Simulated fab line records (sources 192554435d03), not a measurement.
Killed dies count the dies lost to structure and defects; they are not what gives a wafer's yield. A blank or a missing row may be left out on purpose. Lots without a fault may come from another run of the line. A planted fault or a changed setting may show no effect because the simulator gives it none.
Chamber matching ; flow n5_finfet ; N5_BEOL_M0_STRIP_142 on rie_diel-06 has 4 sister chambers
The step strips in N2/H2, time 10 s. 8 wafers are shown with their chamber, then 8 later ones without.

## WAFERS, EACH WITH ITS CHAMBER
wafer;chamber;drypump_motor_current_A (A);showerhead_plenum_p_Torr (Torr)
L080.3;0;5.2;2.48
L080.5;0;5.2;2.48
L083.2;3;6.7;2.49
L083.5;2;5.4;2.42
L084.3;1;4.8;2.47
L084.5;2;5.3;2.41
L084.6;3;6.7;2.48
L090.1;1;4.9;2.46

## WAFERS WITHOUT THEIR CHAMBER
wafer;drypump_motor_current_A (A);showerhead_plenum_p_Torr (Torr)
L090.2;6.7;2.48
L090.3;5.4;2.41
L091.2;4.9;2.46
L091.4;5.4;2.41
L091.5;5.2;2.47
L093.1;4.9;2.46
L093.3;6.7;2.48
L093.5;6.7;2.48

## CHAMBER TAKEN BY EACH
wafer;from the rows above;in truth
L090.2;3;3
L090.3;2;2
L091.2;1;1
L091.4;2;2
L091.5;0;0
L093.1;1;1
L093.3;3;3
L093.5;3;3
Correctly placed: 8 of 8. Not placeable from these rows: 0. 0 placed wrongly.
How it was worked out, from the rows above alone: a wafer's distance from a chamber is the root of the sum, over the readings, of the square of ((its reading less the chamber's mean) divided by the reading's scatter). The wafer belongs to the nearest chamber; if the next one is less than 2 further off, it can't be placed. The mean given for a chamber averages the wafers shown for that chamber. The scatter: take each reading less its chamber's mean, square it, sum over the shown wafers, divide by the number of wafers less the number of chambers, and take the root.
